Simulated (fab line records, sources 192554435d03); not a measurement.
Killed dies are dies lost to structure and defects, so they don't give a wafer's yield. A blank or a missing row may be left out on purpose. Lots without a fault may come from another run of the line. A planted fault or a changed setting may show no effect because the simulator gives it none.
Which tool did it? | flow n5_finfet | 11 lots, 33 wafers sampled, at 5 steps of a route of 1938

WHAT THE GAUGES READ, wafer by wafer
N5_BEOL_M6_CD_MEAS_18: pitch 80 nm, target cd 40 nm.
lot  | measured     | on        | cd_nm (nm)
L076 | day 9 13:46  | cd_sem-01 | 40.0 39.7 40.2
L075 | day 9 16:46  | cd_sem-02 | 39.9 40.2 40.3
L080 | day 10 00:44 | cd_sem-03 | 40.8 38.6 39.9
L081 | day 11 02:18 | cd_sem-01 | 40.2 39.8 40.1
L082 | day 11 07:57 | cd_sem-03 | 39.4 39.5 40.4
L088 | day 12 11:06 | cd_sem-02 | 39.4 39.8 39.2
L085 | day 12 13:39 | cd_sem-02 | 40.2 40.6 40.8
L089 | day 12 22:09 | cd_sem-02 | 40.6 40.5 39.0
L091 | day 13 10:09 | cd_sem-01 | 39.0 39.2 39.3
L093 | day 14 01:53 | cd_sem-02 | 40.1 41.1 40.2
L096 | day 14 17:08 | cd_sem-03 | 39.4 40.0 40.6

WHICH TOOL RAN EACH LOT (tool, then ch and the chambers of the sampled wafers, then the start)
lot  | N5_BEOL_M6_CURE_74            | N5_BEOL_M6_PECVD_70             | N5_BEOL_M6_HM_OPEN_17             | N5_BEOL_M6_STRIP_19
L076 | uv_cure-03 ch 2, day 9 11:55  | pecvd-04 ch 0,1, day 9 12:19    | rie_metal-01 ch 0,1, day 9 13:37  | rie_diel-06 ch 0,2, day 9 13:41
L075 | uv_cure-03 ch 1, day 9 15:04  | pecvd-04 ch 0,1, day 9 15:38    | rie_metal-02 ch 0,1, day 9 16:35  | rie_diel-06 ch 0,2,3, day 9 16:41
L080 | uv_cure-03 ch 0, day 9 21:34  | pecvd-02 ch 0,1, day 9 21:56    | rie_metal-02 ch 0,1, day 10 00:27 | rie_diel-05 ch 1,3, day 10 00:40
L081 | uv_cure-01 ch 1, day 10 20:40 | pecvd-04 ch 0,2, day 10 21:13   | rie_metal-03 ch 0,1, day 11 02:07 | rie_diel-05 ch 0,1, day 11 02:14
L082 | uv_cure-03 ch 2, day 11 04:41 | pecvd-03 ch 1,2, day 11 05:10   | rie_metal-01 ch 0,1, day 11 07:42 | rie_diel-05 ch 1,3, day 11 07:53
L088 | uv_cure-01 ch 1, day 12 06:29 | pecvd-03 ch 0,1,2, day 12 07:22 | rie_metal-01 ch 0,1, day 12 10:40 | rie_diel-01 ch 0,1, day 12 11:02
L085 | uv_cure-03 ch 1, day 12 11:12 | pecvd-03 ch 1,2, day 12 11:35   | rie_metal-01 ch 0,1, day 12 12:55 | rie_diel-01 ch 0,1,3, day 12 13:34
L089 | uv_cure-03 ch 0, day 12 17:31 | pecvd-02 ch 0,2, day 12 18:04   | rie_metal-01 ch 0,1, day 12 21:49 | rie_diel-01 ch 1,2,3, day 12 22:05
L091 | uv_cure-01 ch 1, day 13 08:09 | pecvd-04 ch 0,1, day 13 08:37   | rie_metal-02 ch 1, day 13 09:56   | rie_diel-05 ch 1,3, day 13 10:04
L093 | uv_cure-01 ch 1, day 13 22:43 | pecvd-02 ch 0,1,2, day 13 23:11 | rie_metal-03 ch 1, day 14 01:38   | rie_diel-06 ch 1,2,3, day 14 01:49
L096 | uv_cure-02 ch 2, day 14 13:47 | pecvd-04 ch 0,1,2, day 14 14:15 | rie_metal-03 ch 0,1, day 14 16:49 | rie_diel-05 ch 0,1,2, day 14 17:04
- N5_BEOL_M6_CURE_74: cures SiCOH lowk, time 240 s.
- N5_BEOL_M6_PECVD_70: deposits SiO2 from TEOS/O2, target thk 20 nm, time 22.7 s.
- N5_BEOL_M6_HM_OPEN_17: chemistry Cl2/BCl3, target TiN, target depth 20 nm, overetch 6 nm.
- N5_BEOL_M6_STRIP_19: strips in O2.

THE ANSWER, worked out from the rows above alone
Rule: what is usual is taken from the lots themselves. Put in order of their means at a reading, lots are off if they are a third of the lots or fewer, leave a main group of 4 or more, and stand apart from it by a gap of 3 or more times the standard deviation of the main group's means; of several such gaps the widest counts. A main group whose means are all the same, to the digits that the tables above print for the reading, isn't used. A lot without any number at a reading at which 4 lots or more have one is off too. The other lots that the step has rows for count as sound.
No lot is off at any reading shown: from this, nothing can be told.

WHAT THE SIMULATOR HAD PUT IN
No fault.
